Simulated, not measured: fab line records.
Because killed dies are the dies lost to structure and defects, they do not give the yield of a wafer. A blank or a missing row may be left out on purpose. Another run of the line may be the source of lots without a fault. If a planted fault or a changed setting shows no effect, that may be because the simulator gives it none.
fab line records | flow n5_finfet
record lots=5 | wafers=15 | last_day=18
route steps=1938 shown FIN_SAQP@90 BEOL_M4@1111
lots with no fault: from the same line, run without faults
start_h: the number of hours between the record's first day and the start of the first shown wafer of the lot | wait_h: hours elapsed since this lot's preceding step | " as in the row above | L1.1+2: several wafers, shown together as one row | - either no value or no given start | * or withheld: withheld | < > ~ a bound
route shown NAME@n: a module of which the file shows steps, and the number in the route of the first | usual: the fault-free wafers' mean and standard deviation | same: alike in all rows | chamber/n: place in a boat | sites: the reading at each site | _std_site: the standard deviation of these | _edge_site: mean of outer sites minus mean of inner sites | radius_mm: for every site, how far away it sits from the centre of the wafer | mask NAME#n: copy n | behind: tool/chamber where the wafer was last shaped | hold: the reason the lot was held/the length of the hold in hours/how it ended | device: whichever transistor did not switch (one of n, p or np) | end of line: the same wafers' tests at the end of the route | a step without rows: its recipe alone | killed: count of dies lost to structure and defects at first sort (not the wafer's yield) | map: shows each die of a wafer: x if killed, . if not, _ if none is there
set.NAME: setting as actually run; set.NAME@STEP: the setting as run at that earlier step | model.NAME: the simulator's own value behind a step, which no gauge read
lots at some steps of the route; a table a step, a row a wafer
services: when a tool's chamber went out of use (start_h, in hours from the record's first day, below 0 if earlier), for how many hours, and the reason
## steps
# step N5_FIN_SAQP_PRECLEAN_42
# recipe chemistry=O3/DIW | time_s=60 | temp_c=22 | o3_ppm=10
# step N5_FIN_SAQP_PRECLEAN_00
# recipe chemistry=SC1 | time_s=60 | temp_c=55 | mix=1:2:50
# step N5_FIN_SAQP_PRECLEAN_44
# recipe chemistry=SC2 | time_s=45 | temp_c=35 | mix=1:1:50
# step N5_FIN_SAQP_SRD_01
# recipe dry=ipa_marangoni | time_s=30 | temp_c=23 | rinse_liquid=diw
# step N5_FIN_SAQP_ALD_61
# recipe material=SiO2 | target_thk_a=40 | temp_c=300 | ald_precursor_family=BDEAS | ald_co_reactant=O2-plasma | pulse_time_s=1 | purge_time_s=2 | co_reactant_purge_time_s=2 | ald_cycles=43 | pressure_torr=2
# usual heater_power_outer_w=265/38 | heater_power_w=472/55 | precursor_pulse_height_rel=1.000/0.021
# same ald_cycles=43
lot.wafer | tool       | chamber | start_h | wait_h | heater_power_outer_w | heater_power_w | precursor_pulse_height_rel
L570.2    | ald_sin-03 | 3       | 20.10   | 0.0    | 187                  | 372            | 0.978
L570.4    | "          | 2       | "       | "      | 314                  | 521            | 1.002
L570.6    | "          | 2       | "       | "      | 310                  | 515            | 0.976
L581.1    | ald_sin-03 | 1       | 88.63   | 2.1    | 256                  | 462            | 0.984
L581.2    | "          | 3       | "       | "      | 193                  | 366            | 0.995
L581.4    | "          | 0       | "       | "      | 253                  | 467            | 0.985
L587.2    | ald_sin-04 | 0       | 122.52  | 0.0    | 264                  | 493            | 0.993
L587.3    | "          | 2       | "       | "      | 313                  | 556            | 1.011
L587.5    | "          | 2       | "       | "      | 313                  | 542            | 1.023
L591.1    | ald_sin-01 | 1       | 147.08  | 0.0    | 313                  | 539            | 1.011
L591.3    | "          | 2       | "       | "      | 225                  | 414            | 1.009
L591.6    | "          | 1       | "       | "      | 312                  | 565            | 0.964
L593.2    | ald_sin-04 | 1       | 158.40  | 0.2    | 282                  | 466            | 0.964
L593.5    | "          | 2       | "       | "      | 302                  | 549            | 1.003
L593.6    | "          | 1       | "       | "      | 282                  | 467            | 1.011
# step N5_FIN_SAQP_DENSIFY_62
# recipe temp_c=700 | time_s=60 | ambient=N2 | idle_temp_c=600 | ramp_up_c_per_s=150 | ramp_down_c_per_s=60 | cool_to_c=600
# usual lamp_power_pct=9.85/0.054 | wafer_temp_C_max=703.2/0.57
# same time_s=60
lot.wafer | tool          | chamber | start_h | wait_h | lamp_power_pct | wafer_temp_C_max
L570.2    | rtp_anneal-01 | 0       | 20.33   | 0.1    | 9.85           | 702.2
L570.4    | "             | 0       | "       | "      | 9.87           | 704.5
L570.6    | "             | 0       | "       | "      | 9.83           | 703.7
L581.1    | rtp_anneal-02 | 0       | 88.83   | 0.1    | 9.88           | 701.9
L581.2    | "             | 0       | "       | "      | 9.79           | 702.6
L581.4    | "             | 0       | "       | "      | 9.87           | 703.8
L587.2    | rtp_anneal-01 | 0       | 122.75  | 0.1    | 9.86           | 702.6
L587.3    | "             | 0       | "       | "      | 9.86           | 702.8
L587.5    | "             | 0       | "       | "      | 9.89           | 703.6
L591.1    | rtp_anneal-01 | 0       | 147.29  | 0.1    | 9.84           | 703.5
L591.3    | "             | 0       | "       | "      | 9.94           | 703.8
L591.6    | "             | 0       | "       | "      | 9.87           | 703.1
L593.2    | rtp_anneal-01 | 0       | 158.63  | 0.1    | 9.90           | 703.6
L593.5    | "             | 0       | "       | "      | 9.78           | 704.0
L593.6    | "             | 0       | "       | "      | 9.79           | 702.8
# step N5_FIN_SAQP_HM_DEP_03
# recipe material=SiNx | target_thk_a=380 | temp_c=400 | precursor=SiH4/NH3/N2 | pressure_torr=1.5 | rf_w=300 | time_s=33.6
# step N5_FIN_SAQP_THK_MEAS_05
# usual thk_nm=38.1/0.49
lot.wafer | tool          | chamber | start_h | wait_h | thk_nm
L570.2    | film_metro-02 | -       | 20.60   | 0.1    | 38.3
L570.4    | "             | -       | "       | "      | 38.7
L570.6    | "             | -       | "       | "      | 38.7
L581.1    | film_metro-02 | -       | 89.13   | 0.1    | 37.9
L581.2    | "             | -       | "       | "      | 38.3
L581.4    | "             | -       | "       | "      | 38.6
L587.2    | film_metro-01 | -       | 123.02  | 0.1    | 38.0
L587.3    | "             | -       | "       | "      | 37.8
L587.5    | "             | -       | "       | "      | 38.3
L591.1    | film_metro-01 | -       | 147.60  | 0.1    | 38.2
L591.3    | "             | -       | "       | "      | 38.0
L591.6    | "             | -       | "       | "      | 38.3
L593.2    | film_metro-01 | -       | 158.90  | 0.1    | 38.0
L593.5    | "             | -       | "       | "      | 38.7
L593.6    | "             | -       | "       | "      | 38.0
# step N5_FIN_SAQP_PECVD_47
# recipe material=a-Si | target_thk_a=450 | temp_c=400 | precursor=SiH4/He | pressure_torr=3 | rf_w=100 | time_s=36.3
# usual heater_power_outer_w=579/89 | heater_power_w=929/120 | showerhead_plenum_p_Torr=5.67/0.069 | throttle_valve_pct=18.6/1.9
# same time_s=36.3
lot.wafer | tool     | chamber | start_h | wait_h | heater_power_outer_w | heater_power_w | showerhead_plenum_p_Torr | throttle_valve_pct
L570.2    | pecvd-03 | 0       | 20.64   | 0.0    | 588                  | 934            | 5.64                     | 21.8
L570.4    | "        | 1       | "       | "      | 588                  | 920            | 5.76                     | 19.1
L570.6    | "        | 2       | "       | "      | 568                  | 953            | 5.76                     | 16.3
L581.1    | pecvd-03 | 2       | 89.17   | 0.0    | 672                  | 1062           | 5.75                     | 16.4
L581.2    | "        | 0       | "       | "      | 580                  | 929            | 5.63                     | 22.1
L581.4    | "        | 2       | "       | "      | 672                  | 1070           | 5.75                     | 16.3
L587.2    | pecvd-03 | 2       | 123.06  | 0.0    | 671                  | 1079           | 5.76                     | 16.3
L587.3    | "        | 1       | "       | "      | 490                  | 834            | 5.75                     | 19.1
L587.5    | "        | 2       | "       | "      | 681                  | 1068           | 5.76                     | 15.9
L591.1    | pecvd-04 | 1       | 147.63  | 0.0    | 404                  | 681            | 5.62                     | 19.7
L591.3    | "        | 2       | "       | "      | 448                  | 732            | 5.73                     | 16.6
L591.6    | "        | 2       | "       | "      | 444                  | 726            | 5.73                     | 17.1
L593.2    | pecvd-02 | 1       | 158.94  | 0.0    | 501                  | 820            | 5.70                     | 18.5
L593.5    | "        | 0       | "       | "      | 598                  | 991            | 5.56                     | 17.1
L593.6    | "        | 1       | "       | "      | 496                  | 839            | 5.71                     | 18.5
# step N5_FIN_SAQP_PECVD_48
# recipe material=SiNx | target_thk_a=250 | temp_c=400 | precursor=SiH4/NH3/N2 | pressure_torr=1.5 | rf_w=300 | time_s=22.1
# step N5_FIN_SAQP_PECVD_06
# recipe material=a-Si | target_thk_a=600 | temp_c=400 | precursor=SiH4/He | pressure_torr=3 | rf_w=100 | time_s=48.1
# step N5_FIN_SAQP_THK_MEAS_07
# usual thk_nm=59.7/0.65
lot.wafer | tool          | chamber | start_h | wait_h | thk_nm
L570.2    | film_metro-02 | -       | 20.81   | 0.1    | 58.9
L570.4    | "             | -       | "       | "      | 59.9
L570.6    | "             | -       | "       | "      | 59.3
L581.1    | film_metro-02 | -       | 89.34   | 0.1    | 59.2
L581.2    | "             | -       | "       | "      | 59.4
L581.4    | "             | -       | "       | "      | 60.4
L587.2    | film_metro-02 | -       | 123.23  | 0.1    | 58.8
L587.3    | "             | -       | "       | "      | 59.8
L587.5    | "             | -       | "       | "      | 59.6
L591.1    | film_metro-01 | -       | 147.80  | 0.1    | 59.0
L591.3    | "             | -       | "       | "      | 60.0
L591.6    | "             | -       | "       | "      | 60.3
L593.2    | film_metro-01 | -       | 159.11  | 0.1    | 59.0
L593.5    | "             | -       | "       | "      | 60.0
L593.6    | "             | -       | "       | "      | 59.9
# step N5_FIN_SAQP_HM_DEP_72
# recipe material=SiO2 | target_thk_a=120 | temp_c=400 | precursor=SiH4/N2O | pressure_torr=0.75 | rf_w=275 | time_s=7.2
# usual heater_power_outer_w=502/82 | heater_power_w=811/110 | showerhead_plenum_p_Torr=8.16/0.17
lot.wafer | tool     | chamber | start_h | wait_h | heater_power_outer_w | heater_power_w | showerhead_plenum_p_Torr | model.SiO2_of_FIN_SAQP_HM_DEP_72.thk_nm
L570.2    | pecvd-04 | 0       | 20.85   | 0.0    | 468                  | 735            | 8.14                     | 11.9
L570.4    | "        | 1       | "       | "      | 413                  | 698            | 8.01                     | 11.79
L570.6    | "        | 2       | "       | "      | 433                  | 690            | 8.32                     | 12.06
L581.1    | pecvd-04 | 0       | 89.38   | 0.0    | 500                  | 769            | 8.14                     | 11.92
L581.2    | "        | 1       | "       | "      | 421                  | 731            | 7.99                     | 11.82
L581.4    | "        | 2       | "       | "      | 481                  | 774            | 8.32                     | 6.862
L587.2    | pecvd-02 | 0       | 123.27  | 0.0    | 527                  | 913            | 7.88                     | 12.03
L587.3    | "        | 2       | "       | "      | 708                  | 1066           | 7.93                     | 11.79
L587.5    | "        | 1       | "       | "      | 398                  | 720            | 8.21                     | 12
L591.1    | pecvd-03 | 0       | 147.84  | 0.0    | 547                  | 903            | 8.04                     | 11.75
L591.3    | "        | 1       | "       | "      | 570                  | 929            | 8.42                     | 11.7
L591.6    | "        | 0       | "       | "      | 550                  | 902            | 8.08                     | 12.09
L593.2    | pecvd-03 | 0       | 159.15  | 0.0    | 561                  | 931            | 8.06                     | 11.65
L593.5    | "        | 1       | "       | "      | 558                  | 892            | 8.39                     | 11.92
L593.6    | "        | 2       | "       | "      | 514                  | 853            | 8.40                     | 11.99
# step N5_FIN_SAQP_COAT_49
# recipe resist=SOC | temp_c=250 | time_s=60 | spin_rpm=1500 | resist_thk_nm=100
# step N5_FIN_SAQP_COAT_50
# recipe resist=SiARC | temp_c=220 | time_s=60 | spin_rpm=1500 | resist_thk_nm=35
# step N5_FIN_SAQP_COAT_10
# recipe resist=CAR-ArF | spin_rpm=1500 | resist_thk_nm=90
# step N5_FIN_SAQP_EBR_12
# recipe solvent=PGMEA | ebr_width_mm=1.5
# step N5_FIN_SAQP_SOFTBAKE_11
# recipe temp_c=110 | time_s=60 | resist=CAR-ArF
# step N5_FIN_SAQP_EXPOSE_13
# recipe mask_id=FIN_CORE | na=1.35 | source_shape=dipole | sigma_inner=0.538 | sigma_outer=0.738 | polarization=te | target_cd_nm=35.6 | dose_mj=63.25
# step N5_FIN_SAQP_PEB_14
# recipe peb_temp_c=withheld | peb_time_s=60 | resist=CAR-ArF
# step N5_FIN_SAQP_DEVELOP_15
# recipe develop_time_s=30 | developer=TMAH | resist=CAR-ArF | dev_temp_c=23 | rinse_liquid=diw | dry=air_spin
# step N5_FIN_SAQP_CD_MEAS_16
# recipe target_cd_nm=35.6 | landing_energy_ev=500 | detector=se_inlens
# usual cd_nm=35.7/0.31
lot.wafer | tool      | chamber | start_h | wait_h | cd_nm
L570.2    | cd_sem-02 | 0       | 21.30   | -      | 35.8
L570.4    | "         | 0       | "       | "      | 35.3
L570.6    | "         | 0       | "       | "      | 35.5
L581.1    | cd_sem-02 | 0       | 89.70   | -      | 35.7
L581.2    | "         | 0       | "       | "      | 35.9
L581.4    | "         | 0       | "       | "      | 36.3
L587.2    | cd_sem-02 | 0       | 123.59  | -      | 35.5
L587.3    | "         | 0       | "       | "      | 36.6
L587.5    | "         | 0       | "       | "      | 35.3
L591.1    | cd_sem-02 | 0       | 148.16  | -      | 35.0
L591.3    | "         | 0       | "       | "      | 35.5
L591.6    | "         | 0       | "       | "      | 35.4
L593.2    | cd_sem-02 | 0       | 159.60  | -      | 35.3
L593.5    | "         | 0       | "       | "      | 35.8
L593.6    | "         | 0       | "       | "      | 35.7
# step N5_FIN_SAQP_OVL_MEAS_17
# recipe points_per_wafer=44
# usual FIN_CORE_OVL=0.4/0.95
lot.wafer | tool       | chamber | start_h | wait_h | FIN_CORE_OVL[nm]
L570.2    | overlay-01 | 0       | 21.33   | 0.0    | -0.4
L570.4    | "          | 0       | "       | "      | -1.7
L570.6    | "          | 0       | "       | "      | -2.6
L581.1    | overlay-01 | 0       | 89.74   | 0.0    | 1.6
L581.2    | "          | 0       | "       | "      | 1.7
L581.4    | "          | 0       | "       | "      | 2.2
L587.2    | overlay-02 | 0       | 123.63  | 0.0    | 0.1
L587.3    | "          | 0       | "       | "      | 0.7
L587.5    | "          | 0       | "       | "      | 0.2
L591.1    | overlay-02 | 0       | 148.20  | 0.0    | 1.0
L591.3    | "          | 0       | "       | "      | 0.2
L591.6    | "          | 0       | "       | "      | -0.4
L593.2    | overlay-02 | 0       | 159.63  | 0.0    | -0.2
L593.5    | "          | 0       | "       | "      | -0.1
L593.6    | "          | 0       | "       | "      | -0.4
# step N5_FIN_SAQP_INSPECT_18
# recipe mode=adi | inspect_instrument=brightfield
# usual raw_defect_count=422/110
lot.wafer | tool              | chamber | start_h | wait_h | raw_defect_count
L570.2    | defect_inspect-02 | -       | 21.36   | 0.0    | 436
L570.4    | "                 | -       | "       | "      | 355
L570.6    | "                 | -       | "       | "      | 332
L581.1    | defect_inspect-02 | -       | 89.76   | 0.0    | 533
L581.2    | "                 | -       | "       | "      | 498
L581.4    | "                 | -       | "       | "      | 605
L587.2    | defect_inspect-02 | -       | 123.65  | 0.0    | 402
L587.3    | "                 | -       | "       | "      | 364
L587.5    | "                 | -       | "       | "      | 315
L591.1    | defect_inspect-01 | -       | 148.23  | 0.0    | 372
L591.3    | "                 | -       | "       | "      | 545
L591.6    | "                 | -       | "       | "      | 423
L593.2    | defect_inspect-02 | -       | 159.66  | 0.0    | 571
L593.5    | "                 | -       | "       | "      | 430
L593.6    | "                 | -       | "       | "      | 414
# step N5_FIN_SAQP_DESCUM_21
# recipe chemistry=O2 | time_s=7.9 | source_power_w=50 | bias_power_w=20 | pressure_mtorr=20 | rf_frequency_hz=2.712e+07 | temp_c=40 | resist=CAR-ArF | o2_flow_sccm=225
# usual drypump_motor_current_A=5.6/0.52 | oes_product_au=0.79/0.11 | rf_vpp_V=243.3/1.5 | showerhead_plenum_p_Torr=2.10/0.083 | throttle_valve_pct=20.44/0.26
# same time_s=7.9
lot.wafer | tool        | chamber | start_h | wait_h | drypump_motor_current_A | oes_product_au | rf_hours_counter_h | rf_vpp_V | showerhead_plenum_p_Torr | throttle_valve_pct
L570.2    | rie_diel-06 | 2       | 21.39   | 0.0    | 5.3                     | 0.73           | 181                | 244.4    | 2.18                     | 20.64
L570.4    | "           | 2       | "       | "      | 5.3                     | 0.74           | -                  | 244.2    | 2.18                     | 20.63
L570.6    | "           | 1       | "       | "      | 5.9                     | 0.69           | -                  | 241.0    | 1.95                     | 20.55
L581.1    | rie_diel-04 | 3       | 89.80   | 0.0    | 5.8                     | 0.73           | 159                | 242.5    | 2.09                     | 20.23
L581.2    | "           | 2       | "       | "      | 6.8                     | 0.69           | 189                | 243.1    | 2.06                     | 20.72
L581.4    | "           | 0       | "       | "      | 5.0                     | 0.85           | -                  | 243.1    | 2.05                     | 20.45
L587.2    | rie_diel-06 | 1       | 123.72  | 0.1    | 5.9                     | 0.95           | 16                 | 246.2    | 2.22                     | 20.19
L587.3    | "           | 3       | "       | "      | 5.0                     | 1.01           | 6                  | 244.9    | 2.23                     | 20.48
L587.5    | "           | 3       | "       | "      | 5.0                     | 1.00           | -                  | 245.7    | 2.23                     | 20.50
L591.1    | rie_diel-06 | 3       | 148.26  | 0.0    | 5.0                     | 0.97           | 14                 | 246.0    | 2.23                     | 20.51
L591.3    | "           | 0       | "       | "      | 5.2                     | 0.96           | 5                  | 244.5    | 2.14                     | 20.26
L591.6    | "           | 2       | "       | "      | 5.4                     | 0.69           | -                  | 245.5    | 2.16                     | 20.70
L593.2    | rie_diel-03 | 2       | 159.69  | 0.0    | 5.6                     | 0.85           | 63                 | 243.2    | 2.05                     | 20.58
L593.5    | "           | 1       | "       | "      | 6.3                     | 0.81           | -                  | 242.9    | 2.09                     | 19.96
L593.6    | "           | 2       | "       | "      | 5.6                     | 0.85           | -                  | 242.3    | 2.05                     | 20.57
# step N5_FIN_SAQP_ETCH_51
# recipe chemistry=CF4 | target=SiARC | target_depth_a=455 | mask_material=CAR-ArF | time_s=75.8 | ion_energy_ev=80 | pressure_mtorr=40 | source_w=545 | bias_w=36 | Ar_flow_sccm=100 | cf4_flow_sccm=100 | ends=cleared
# usual cf4_flow_sccm=100.0/0.3 | drypump_motor_current_A=5.6/0.52 | etch_rf_on_time_s=75.5/1.7 | oes_product_au=0.68/0.09 | rf_vpp_V=184.1/1.3 | showerhead_plenum_p_Torr=2.16/0.081 | throttle_valve_pct=15.65/0.25
lot.wafer | tool        | chamber | start_h | wait_h | cf4_flow_sccm | drypump_motor_current_A | etch_rf_on_time_s | oes_product_au | rf_hours_counter_h | rf_vpp_V | showerhead_plenum_p_Torr | throttle_valve_pct
L570.2    | rie_diel-06 | 2       | 21.44   | 0.0    | 99.8          | 5.3                     | 73.2              | 0.64           | 181                | 186.1    | 2.21                     | 15.74
L570.4    | "           | 2       | "       | "      | 99.9          | 5.3                     | 72.7              | 0.63           | -                  | 185.2    | 2.21                     | 15.74
L570.6    | "           | 1       | "       | "      | 100.1         | 5.9                     | 72.0              | 0.59           | -                  | 182.4    | 2.03                     | 15.96
L581.1    | rie_diel-04 | 3       | 89.83   | 0.0    | 100.1         | 5.8                     | 76.5              | 0.62           | 159                | 185.6    | 2.15                     | 15.52
L581.2    | "           | 2       | "       | "      | 100.2         | 6.8                     | 78.7              | 0.59           | 189                | 185.1    | 2.13                     | 15.99
L581.4    | "           | 0       | "       | "      | 99.5          | 4.9                     | 75.5              | 0.73           | -                  | 182.0    | 2.09                     | 15.54
L587.2    | rie_diel-06 | 1       | 123.76  | 0.0    | 100.4         | 5.9                     | 74.5              | 0.82           | 16                 | 185.6    | 2.29                     | 15.44
L587.3    | "           | 3       | "       | "      | 100.0         | 5.0                     | 73.1              | 0.86           | 6                  | 185.0    | 2.29                     | 15.71
L587.5    | "           | 3       | "       | "      | 99.6          | 4.9                     | 73.1              | 0.86           | -                  | 185.2    | 2.29                     | 15.72
L591.1    | rie_diel-06 | 3       | 148.30  | 0.0    | 100.0         | 5.0                     | 73.1              | 0.82           | 14                 | 185.5    | 2.28                     | 15.73
L591.3    | "           | 0       | "       | "      | 100.3         | 5.2                     | 75.7              | 0.82           | 5                  | 184.5    | 2.19                     | 15.42
L591.6    | "           | 2       | "       | "      | 99.9          | 5.3                     | 74.0              | 0.60           | -                  | 184.2    | 2.20                     | 15.83
L593.2    | rie_diel-03 | 2       | 159.73  | 0.0    | 100.3         | 5.6                     | 78.6              | 0.71           | 63                 | 183.8    | 2.08                     | 15.64
L593.5    | "           | 1       | "       | "      | 99.8          | 6.3                     | 76.3              | 0.68           | -                  | 184.3    | 2.17                     | 15.31
L593.6    | "           | 2       | "       | "      | 100.5         | 5.6                     | 77.9              | 0.72           | -                  | 184.5    | 2.08                     | 15.62
# step N5_FIN_SAQP_ETCH_52
# recipe chemistry=N2/H2 | target=SOC | target_depth_a=1000 | overetch_a=200 | mask_material=SiARC | temp_c=40 | time_s=150 | ion_energy_ev=200 | pressure_mtorr=30 | source_w=840 | bias_w=150 | n2_flow_sccm=200 | h2_flow_sccm=200 | ends=end_point
# step N5_FIN_SAQP_STRIP_53
# recipe chemistry=N2/H2 | temp_c=40 | n2_flow_sccm=200 | h2_flow_sccm=200 | rf_frequency_hz=6e+07
# step N5_FIN_SAQP_HM_OPEN_73
# recipe chemistry=CHF3/O2 | target=SiO2 | stop_on=a-Si | target_depth_a=120 | over_etch_frac=1.8 | mask_material=SOC | time_s=16.8 | pressure_mtorr=30 | source_w=650 | bias_w=170 | Ar_flow_sccm=200 | CHF3_flow_sccm=50 | O2_flow_sccm=5 | ion_energy_ev=200 | ends=end_point
# usual drypump_motor_current_A=5.6/0.52 | oes_product_au=0.48/0.059 | rf_vpp_V=525/7.3 | showerhead_plenum_p_Torr=2.43/0.091 | throttle_valve_pct=18.88/0.24
lot.wafer | tool        | chamber | start_h | wait_h | drypump_motor_current_A | oes_product_au | rf_hours_counter_h | rf_vpp_V | showerhead_plenum_p_Torr | throttle_valve_pct | model.etch.depth_nm
L570.2    | rie_diel-06 | 2       | 21.69   | 0.0    | 5.3                     | 0.44           | 182                | 526      | 2.49                     | 18.90              | 11.9
L570.4    | "           | 2       | "       | "      | 5.3                     | 0.43           | -                  | 524      | 2.49                     | 18.91              | 11.79
L570.6    | "           | 1       | "       | "      | 5.9                     | 0.40           | -                  | 520      | 2.28                     | 19.10              | 12.06
L581.1    | rie_diel-04 | 3       | 90.00   | 0.0    | 5.8                     | 0.44           | 159                | 514      | 2.43                     | 18.71              | 11.92
L581.2    | "           | 2       | "       | "      | 6.8                     | 0.42           | 189                | 524      | 2.40                     | 19.25              | 11.82
L581.4    | "           | 0       | "       | "      | 4.9                     | 0.43           | -                  | 512      | 2.36                     | 18.87              | 6.862
L587.2    | rie_diel-06 | 1       | 123.92  | 0.0    | 5.9                     | 0.57           | 16                 | 531      | 2.57                     | 18.68              | 12.03
L587.3    | "           | 3       | "       | "      | 5.0                     | 0.59           | 6                  | 534      | 2.58                     | 19.01              | 11.79
L587.5    | "           | 3       | "       | "      | 4.9                     | 0.59           | -                  | 533      | 2.58                     | 19.01              | 12
L591.1    | rie_diel-06 | 3       | 148.46  | 0.0    | 4.9                     | 0.56           | 14                 | 533      | 2.58                     | 19.03              | 11.75
L591.3    | "           | 0       | "       | "      | 5.3                     | 0.57           | 5                  | 522      | 2.45                     | 18.61              | 11.7
L591.6    | "           | 2       | "       | "      | 5.4                     | 0.42           | -                  | 526      | 2.47                     | 18.99              | 12.09
L593.2    | rie_diel-03 | 2       | 159.89  | 0.0    | 5.6                     | 0.51           | 63                 | 538      | 2.34                     | 18.87              | 11.65
L593.5    | "           | 1       | "       | "      | 6.3                     | 0.49           | -                  | 535      | 2.45                     | 18.56              | 11.92
L593.6    | "           | 2       | "       | "      | 5.6                     | 0.51           | -                  | 538      | 2.34                     | 18.89              | 11.99
# step N5_FIN_SAQP_STRIP_74
# recipe chemistry=CHF3/O2 | resist=SiARC | rf_frequency_hz=6e+07
# step N5_BEOL_M4_RC_MEAS_101
# usual DIBL_N=36.0/2.2 | DIBL_P=36.2/2.4 | IOFF_N=0.16/0.035 | IOFF_P=0.21/0.037 | ION_N=672/13 | ION_P=461/7 | SS_N=71.4/0.69 | SS_P=73.2/0.75 | VT_N=250/3.4 | VT_P=-251/3
lot.wafer | tool      | chamber | start_h | wait_h | DIBL_N[mV/V] | DIBL_P[mV/V] | IOFF_N[nA/um] | IOFF_P[nA/um] | ION_N[uA/um] | ION_P[uA/um] | SS_N[mV/dec] | SS_P[mV/dec] | VT_N[mV] | VT_P[mV]
L570.2    | prober-01 | 0       | 205.17  | 0.2    | 36.3         | 36.5         | 0.16          | 0.20          | 671          | 455          | 72.0         | 73.4         | 250      | -253
L570.4    | "         | 0       | "       | "      | 35.2         | 36.3         | 0.15          | 0.20          | 683          | 467          | 70.9         | 73.0         | 247      | -252
L570.6    | "         | 0       | "       | "      | 36.4         | 37.6         | 0.18          | 0.21          | 677          | 460          | 72.2         | 73.9         | 244      | -252
L581.1    | prober-02 | 0       | 272.79  | 0.0    | 34.9         | 36.2         | 0.15          | 0.19          | 666          | 456          | 71.9         | 73.1         | 248      | -252
L581.2    | "         | 0       | "       | "      | 35.6         | 36.9         | 0.17          | 0.22          | 678          | 459          | 72.1         | 73.2         | 250      | -250
L581.4    | "         | 0       | "       | "      | 35.9         | 37.3         | 0.17          | 0.22          | 669          | 458          | 71.5         | 73.8         | 248      | -253
L587.2    | prober-01 | 0       | 302.81  | 0.2    | 33.9         | 33.1         | 0.11          | 0.17          | 657          | 458          | 70.2         | 72.8         | 253      | -254
L587.3    | "         | 0       | "       | "      | 36.3         | 35.1         | 0.14          | 0.19          | 669          | 457          | 71.1         | 73.5         | 251      | -251
L587.5    | "         | 0       | "       | "      | 34.0         | 33.0         | 0.11          | 0.16          | 649          | 454          | 70.1         | 72.9         | 253      | -253
L591.1    | prober-02 | 0       | 333.77  | 0.0    | 37.3         | 34.7         | 0.16          | 0.23          | 680          | 469          | 71.4         | 72.3         | 247      | -246
L591.3    | "         | 0       | "       | "      | 38.3         | 36.8         | 0.18          | 0.26          | 691          | 480          | 71.2         | 74.1         | 248      | -245
L591.6    | "         | 0       | "       | "      | 37.3         | 34.7         | 0.16          | 0.22          | 675          | 466          | 71.4         | 72.6         | 250      | -246
L593.2    | prober-01 | 0       | 341.25  | 0.2    | 38.0         | 36.8         | 0.19          | 0.22          | 691          | 470          | 71.4         | 73.7         | 244      | -248
L593.5    | "         | 0       | "       | "      | 38.4         | 37.7         | 0.18          | 0.24          | 679          | 466          | 71.6         | 73.9         | 247      | -250
L593.6    | "         | 0       | "       | "      | 39.5         | 40.4         | 0.24          | 0.29          | 702          | 484          | 72.3         | 74.4         | 245      | -247
## services
tool          | chamber | start_h | hours | kind
rie_diel-06   | -       | -3.78   | 1.0   | repair
rie_diel-03   | 1       | -3.03   | 15.4  | repair
ald_sin-01    | -       | -0.81   | 6.1   | pm
rie_diel-06   | 1       | -0.30   | 7.3   | repair
rie_diel-04   | 1       | 1.36    | 18.1  | repair
ald_sin-01    | 0       | 7.95    | 4.1   | repair
ald_sin-03    | 1       | 10.33   | 2.2   | repair
ald_sin-04    | 1       | 14.32   | 2.5   | repair
rie_diel-06   | 3       | 19.86   | 10.1  | repair
ald_sin-03    | 0       | 21.18   | 4.4   | repair
rie_diel-04   | 0       | 33.73   | 4.9   | repair
rie_diel-06   | 3       | 40.78   | 3.3   | repair
rtp_anneal-01 | -       | 47.66   | 2.8   | pm
rie_diel-03   | 0       | 72.76   | 9.1   | repair
ald_sin-03    | 0       | 73.62   | 5.7   | repair
rie_diel-06   | -       | 74.08   | 0.7   | repair
ald_sin-03    | -       | 80.68   | 6.1   | pm
pecvd-04      | -       | 90.71   | 2.8   | pm
ald_sin-03    | -       | 108.58  | 0.9   | repair
pecvd-02      | -       | 108.77  | 0.9   | repair
ald_sin-03    | -       | 119.99  | 2.8   | pm
ald_sin-03    | 1       | 130.03  | 1.8   | repair
pecvd-03      | 1       | 140.91  | 3.5   | repair
rie_diel-04   | 2       | 142.43  | 9.2   | repair
## key
first_sign none at tools or gauges
model_effect step=N5_FIN_SAQP_HM_DEP_72 | value=SiO2_of_FIN_SAQP_HM_DEP_72.thk_nm | without=12.2 | struck=6.862
model_effect step=N5_FIN_SAQP_HM_OPEN_73 | value=etch.depth_nm | without=12.2 | struck=6.862
met_at N5_FIN_SAQP_HM_DEP_72
struck_wafers L581.4
onset_between 20.85 89.38
fault kind=process_parameter_drift | tool=pecvd-04 | chamber=- | onset_h=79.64 | steps=N5_FIN_SAQP_HM_DEP_72 | channel=time_s | offset=* | shape=step | end_h=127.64 | scope=struck_wafers_only | acts_in=* | stated=*
